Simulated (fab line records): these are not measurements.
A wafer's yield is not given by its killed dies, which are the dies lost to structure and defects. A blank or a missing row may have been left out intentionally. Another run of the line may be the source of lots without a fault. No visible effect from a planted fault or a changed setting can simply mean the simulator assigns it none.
Split-lot study	flow n5_finfet	39 wafers read across 7 lots, on a route 1938 steps long

== ON THE SPLIT ==
At N5_PASSIVATION_PASS_ETCH_47 (etches SiNx in CF4/O2, target depth 770 nm, time 385 s), the setting time_s was moved away from the recipe's 385 s on 9 of the 39 wafers read, by -46.7% to +30.6%. The other wafers ran this setting at the recipe's value.

Reading taken at the split's own step.

== THE READING ==
etch.depth_nm (the simulator's own value, which no gauge read), in nm, at N5_PASSIVATION_PASS_ETCH_47 (etches SiNx in CF4/O2, target depth 770 nm, time 385 s). The file gives no usual value for it. Average 778.0 nm, standard deviation 24 nm, over the 30 wafers here run with the recipe.

wafer	tool, chamber at the split	time_s as run, s	against the recipe	etch.depth_nm, nm	against lot-mates on the recipe
L078.1	rie_diel-02, 1	385	recipe	826.7	-
L078.2	rie_diel-02, 0	485.1	+26.0%	1004	+192.1
L078.3	rie_diel-02, 2	385	recipe	804.7	-
L078.4	rie_diel-02, 2	385	recipe	804.2	-
L078.5	rie_diel-02, 0	485.1	+26.0%	1011	+199.1
L078.6	rie_diel-02, 1	485.1	+26.0%	1043	+231.1
L085.1	rie_diel-02, 1	385	recipe	819.5	-
L085.2	rie_diel-02, 2	385	recipe	801.3	-
L085.3	rie_diel-02, 3	502.7	+30.6%	1011	+206.7
L085.4	rie_diel-02, 0	385	recipe	792.2	-
L085.5	rie_diel-02, 3	502.7	+30.6%	1009	+204.7
L085.6	rie_diel-02, 0	502.7	+30.6%	1030	+225.7
L084.1	rie_diel-03, 1	385	recipe	745.1	-
L084.2	rie_diel-03, 0	385	recipe	751.9	-
L084.3	rie_diel-03, 3	385	recipe	749.4	-
L084.4	rie_diel-03, 2	385	recipe	798.3	-
L084.5	rie_diel-03, 3	385	recipe	752.3	-
L084.6	rie_diel-03, 2	385	recipe	790.8	-
L091.1	rie_diel-05, 2	205.2	-46.7%	410.6	-382.2
L091.2	rie_diel-05, 0	385	recipe	803.2	-
L091.3	rie_diel-05, 3	205.2	-46.7%	406.3	-386.5
L091.4	rie_diel-05, 1	205.2	-46.7%	420.5	-372.3
L091.5	rie_diel-05, 0	385	recipe	807	-
L091.6	rie_diel-05, 3	385	recipe	768.2	-
L093.1	rie_diel-03, 0	385	recipe	767.3	-
L093.2	rie_diel-03, 1	385	recipe	747.1	-
L093.3	rie_diel-03, 3	385	recipe	747.4	-
L093.4	rie_diel-03, 2	385	recipe	795.1	-
L093.5	rie_diel-03, 3	385	recipe	749.2	-
L093.6	rie_diel-03, 0	385	recipe	762.2	-
L097.1	rie_diel-05, 1	385	recipe	792.5	-
L097.5	rie_diel-05, 2	385	recipe	757.9	-
L097.6	rie_diel-05, 3	385	recipe	770.5	-
L095.1	rie_diel-05, 0	385	recipe	797.8	-
L095.2	rie_diel-05, 1	385	recipe	785.3	-
L095.3	rie_diel-05, 3	385	recipe	769.5	-
L095.4	rie_diel-05, 2	385	recipe	756.3	-
L095.5	rie_diel-05, 2	385	recipe	753.6	-
L095.6	rie_diel-05, 3	385	recipe	774	-

THE FIT
A straight line over all 39 wafers: etch.depth_nm changes by +8.07 nm for each +1% of time_s; r = +0.99; the points scatter about the line by 24 nm.
The same after taking each lot's own level away (the mean of its wafers on the recipe; 39 wafers): +7.83 nm for each +1%; r = +0.99; scatter 18 nm.
The reading moves by 3.7e+02 nm for the largest change in time_s, on that fit.
Measured against the standard deviation above, the lots' own levels, which go from 761.38 to 811.87 nm, span 2.1 times it.
So the lot-to-lot level changes the slope little: the two slopes agree.
Check: with one of the wafers moved furthest among these (-46.7%) left out of the fit, the line predicts -364 nm for it against its lot-mates. Against them it came out at -382 nm.

== THE OTHER SPLITS THESE WAFERS WENT THROUGH ==
These wafers also went through other splits before the reading. Each is held against what the fit with the lots' levels taken away leaves over:
other split on the same wafers	wafers away from the commonest value	r with etch.depth_nm (lot level and that fit taken away)
N5_BEOL_M5_CVD_47 target_thk_a	9	-0.15
N5_BEOL_M8_CURE_75 time_s	12	+0.26
N5_BEOL_M11_PECVD_70 time_s	18	+0.03
N5_BEOL_M15_ILD_DEP_00 time_s	12	+0.02
N5_MIM_BOT_SPUTTER_00 target_thk_a	15	+0.10

== THE FILE'S OWN FIT ==
etch.depth_nm changes by +7.82 nm for each +1% of time_s, r = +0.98.
